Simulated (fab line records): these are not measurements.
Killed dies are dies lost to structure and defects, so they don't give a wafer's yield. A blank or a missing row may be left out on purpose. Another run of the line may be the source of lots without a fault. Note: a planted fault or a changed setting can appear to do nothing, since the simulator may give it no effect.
Which of the tools did it? :: flow nand_harc :: 13 lots, 39 wafers sampled, at 4 steps of a route of 1302

## WHAT EACH GAUGE READ, for each wafer
NHARC_P_GATE_CD_MEAS_59: the cd target is 720 nm.
lot: L236
measured: day 6 00:37
on: cd_sem-03
cd_nm (nm): 719.3 719.5 718.5

lot: L237
measured: day 6 06:46
on: cd_sem-02
cd_nm (nm): 722.5 721.1 721.9

lot: L240
measured: day 7 07:06
on: cd_sem-03
cd_nm (nm): 717.9 717.2 715.6

lot: L239
measured: day 7 09:21
on: cd_sem-02
cd_nm (nm): 719.3 716.9 718.5

lot: L241
measured: day 8 00:56
on: cd_sem-02
cd_nm (nm): 723.2 721.3 720.8

lot: L242
measured: day 8 01:53
on: cd_sem-02
cd_nm (nm): 722.4 720.3 720.0

lot: L244
measured: day 8 20:44
on: cd_sem-02
cd_nm (nm): 718.3 718.8 718.5

lot: L247
measured: day 10 04:49
on: cd_sem-02
cd_nm (nm): 722.9 719.3 720.7

lot: L248
measured: day 10 08:49
on: cd_sem-03
cd_nm (nm): 722.3 720.2 720.2

lot: L249
measured: day 11 05:05
on: cd_sem-03
cd_nm (nm): 819.8 819.9 819.8

lot: L252
measured: day 12 09:28
on: cd_sem-01
cd_nm (nm): 716.3 718.0 718.1

lot: L253
measured: day 12 15:33
on: cd_sem-03
cd_nm (nm): 720.0 721.0 720.7

lot: L259
measured: day 15 08:13
on: cd_sem-01
cd_nm (nm): 719.2 721.9 715.5

NHARC_P_GATE_CD_MEAS_91: the cd target is 2000 nm.
lot: L236
measured: day 6 02:12
on: cd_sem-01
cd_nm (nm): 1997.8 1998.1 1999.3

lot: L237
measured: day 6 08:40
on: cd_sem-02
cd_nm (nm): 1999.3 1998.0 1999.4

lot: L240
measured: day 7 08:48
on: cd_sem-03
cd_nm (nm): 1999.7 2001.6 2002.0

lot: L239
measured: day 7 11:04
on: cd_sem-03
cd_nm (nm): 1999.3 2000.5 2000.6

lot: L241
measured: day 8 02:39
on: cd_sem-02
cd_nm (nm): 1998.1 1998.9 1999.3

lot: L242
measured: day 8 03:28
on: cd_sem-03
cd_nm (nm): 1999.4 1999.2 2001.9

lot: L244
measured: day 8 22:27
on: cd_sem-01
cd_nm (nm): 1996.2 1995.0 1997.9

lot: L247
measured: day 10 06:25
on: cd_sem-03
cd_nm (nm): 1998.7 1998.6 1998.8

lot: L248
measured: day 10 10:24
on: cd_sem-02
cd_nm (nm): 1999.2 2001.6 2001.4

lot: L249
measured: day 11 06:41
on: cd_sem-02
cd_nm (nm): 1998.4 1995.3 1996.5

lot: L252
measured: day 12 11:10
on: cd_sem-03
cd_nm (nm): 1997.3 1997.1 1996.9

lot: L253
measured: day 12 17:17
on: cd_sem-02
cd_nm (nm): 1999.1 1999.9 1999.3

lot: L259
measured: day 15 09:56
on: cd_sem-02
cd_nm (nm): 1997.4 1996.1 1997.1

## TOOL THAT RAN EACH LOT (tool first, then ch and the chambers of the sampled wafers, then the start)
lot: L236
NHARC_P_GATE_EXPOSE_56: krf_scanner-04 ch 0, day 6 00:28
NHARC_P_GATE_STRIP_76: plasma_asher-01 ch 0,1, day 6 01:25

lot: L237
NHARC_P_GATE_EXPOSE_56: krf_scanner-02 ch 0, day 6 06:36
NHARC_P_GATE_STRIP_76: plasma_asher-01 ch 0,1, day 6 07:43

lot: L240
NHARC_P_GATE_EXPOSE_56: krf_scanner-02 ch 0, day 7 06:56
NHARC_P_GATE_STRIP_76: plasma_asher-02 ch 0,1, day 7 07:53

lot: L239
NHARC_P_GATE_EXPOSE_56: krf_scanner-02 ch 0, day 7 09:12
NHARC_P_GATE_STRIP_76: plasma_asher-02 ch 0,1, day 7 10:08

lot: L241
NHARC_P_GATE_EXPOSE_56: krf_scanner-02 ch 0, day 8 00:47
NHARC_P_GATE_STRIP_76: plasma_asher-02 ch 0,1, day 8 01:44

lot: L242
NHARC_P_GATE_EXPOSE_56: krf_scanner-02 ch 0, day 8 01:43
NHARC_P_GATE_STRIP_76: plasma_asher-02 ch 0,1, day 8 02:40

lot: L244
NHARC_P_GATE_EXPOSE_56: krf_scanner-03 ch 0, day 8 20:35
NHARC_P_GATE_STRIP_76: plasma_asher-02 ch 0,1, day 8 21:32

lot: L247
NHARC_P_GATE_EXPOSE_56: krf_scanner-02 ch 0, day 10 04:40
NHARC_P_GATE_STRIP_76: plasma_asher-01 ch 0,1, day 10 05:37

lot: L248
NHARC_P_GATE_EXPOSE_56: krf_scanner-02 ch 0, day 10 08:40
NHARC_P_GATE_STRIP_76: plasma_asher-01 ch 0,1, day 10 09:37

lot: L249
NHARC_P_GATE_EXPOSE_56: krf_scanner-02 ch 0, day 11 04:56
NHARC_P_GATE_STRIP_76: plasma_asher-02 ch 0,1, day 11 05:53

lot: L252
NHARC_P_GATE_EXPOSE_56: krf_scanner-02 ch 0, day 12 09:19
NHARC_P_GATE_STRIP_76: plasma_asher-01 ch 0,1, day 12 10:15

lot: L253
NHARC_P_GATE_EXPOSE_56: krf_scanner-03 ch 0, day 12 15:24
NHARC_P_GATE_STRIP_76: plasma_asher-02 ch 0,1, day 12 16:22

lot: L259
NHARC_P_GATE_EXPOSE_56: krf_scanner-04 ch 0, day 15 08:04
NHARC_P_GATE_STRIP_76: plasma_asher-02 ch 0,1, day 15 09:02
- NHARC_P_GATE_EXPOSE_56: exposes mask P PSD, target cd 720 nm.
- NHARC_P_GATE_STRIP_76: strips in O2.

## WHAT THE TOOLS THEMSELVES READ (means of the sampled wafers that have a number; where no wafer has one, the mark that the record gives instead)
NHARC_P_GATE_EXPOSE_56.
lot: L236
tool: krf_scanner-04
exposure_dose_mJ_cm2: 14.809
stage_vel_mm_s (mm/s): 499.61

lot: L237
tool: krf_scanner-02
exposure_dose_mJ_cm2: 14.812
stage_vel_mm_s (mm/s): 500.00

lot: L240
tool: krf_scanner-02
exposure_dose_mJ_cm2: 14.816
stage_vel_mm_s (mm/s): 500.01

lot: L239
tool: krf_scanner-02
exposure_dose_mJ_cm2: 14.802
stage_vel_mm_s (mm/s): 499.85

lot: L241
tool: krf_scanner-02
exposure_dose_mJ_cm2: 14.840
stage_vel_mm_s (mm/s): 499.99

lot: L242
tool: krf_scanner-02
exposure_dose_mJ_cm2: 14.832
stage_vel_mm_s (mm/s): 499.48

lot: L244
tool: krf_scanner-03
exposure_dose_mJ_cm2: 14.799
stage_vel_mm_s (mm/s): 499.91

lot: L247
tool: krf_scanner-02
exposure_dose_mJ_cm2: 14.828
stage_vel_mm_s (mm/s): 500.37

lot: L248
tool: krf_scanner-02
exposure_dose_mJ_cm2: 14.801
stage_vel_mm_s (mm/s): 500.31

lot: L249
tool: krf_scanner-02
exposure_dose_mJ_cm2: 14.781
stage_vel_mm_s (mm/s): 499.92

lot: L252
tool: krf_scanner-02
exposure_dose_mJ_cm2: 14.810
stage_vel_mm_s (mm/s): 500.31

lot: L253
tool: krf_scanner-03
exposure_dose_mJ_cm2: 14.803
stage_vel_mm_s (mm/s): 499.73

lot: L259
tool: krf_scanner-04
exposure_dose_mJ_cm2: 14.808
stage_vel_mm_s (mm/s): 500.14

NHARC_P_GATE_STRIP_76.
lot: L236
tool: plasma_asher-01
drypump_motor_current_A (A): 5.6
heater_power_w (W): 328

lot: L237
tool: plasma_asher-01
drypump_motor_current_A (A): 5.6
heater_power_w (W): 324

lot: L240
tool: plasma_asher-02
drypump_motor_current_A (A): 5.6
heater_power_w (W): 326

lot: L239
tool: plasma_asher-02
drypump_motor_current_A (A): 5.9
heater_power_w (W): 328

lot: L241
tool: plasma_asher-02
drypump_motor_current_A (A): 5.6
heater_power_w (W): 331

lot: L242
tool: plasma_asher-02
drypump_motor_current_A (A): 5.6
heater_power_w (W): 330

lot: L244
tool: plasma_asher-02
drypump_motor_current_A (A): 5.9
heater_power_w (W): 330

lot: L247
tool: plasma_asher-01
drypump_motor_current_A (A): 5.6
heater_power_w (W): 323

lot: L248
tool: plasma_asher-01
drypump_motor_current_A (A): 5.4
heater_power_w (W): 322

lot: L249
tool: plasma_asher-02
drypump_motor_current_A (A): 5.9
heater_power_w (W): 326

lot: L252
tool: plasma_asher-01
drypump_motor_current_A (A): 5.6
heater_power_w (W): 326

lot: L253
tool: plasma_asher-02
drypump_motor_current_A (A): 5.9
heater_power_w (W): 345

lot: L259
tool: plasma_asher-02
drypump_motor_current_A (A): 5.9
heater_power_w (W): 347

## THE ANSWER, worked out from the rows above alone
Rule: the usual values come from the lots themselves. The widest of any qualifying gaps counts: lots, ordered by their means at a reading, are off when they make up no more than a third of the lots, leave a main group of 4 or more, and stand apart from it by 3 or more times the standard deviation of that group's means. A main group is skipped when, at the precision printed for the reading in the tables above, its means are all equal. Also off: a lot with no number at a reading for which 4 or more lots have one. Any other lot the step has rows for is counted as sound. Order of review: gauges by route order, followed by the tools' own readings, for which a lot's mean as printed above is used. The first step at which some lot is off is used, and at that step the reading that is off furthest; a lot without a number counts as furthest.
Off, at NHARC_P_GATE_CD_MEAS_59 on cd_nm: L249. The main group: mean 719.7 nm, standard deviation 1.6.
A tool fits if, at a process step before that reading, it ran every lot that is off, and no sound lot after the first of them. Gauges at NHARC_P_GATE_CD_MEAS_59: tried the same way as those tools. Of those tried, none fits.

## WHAT THE SIMULATOR HAD PUT IN
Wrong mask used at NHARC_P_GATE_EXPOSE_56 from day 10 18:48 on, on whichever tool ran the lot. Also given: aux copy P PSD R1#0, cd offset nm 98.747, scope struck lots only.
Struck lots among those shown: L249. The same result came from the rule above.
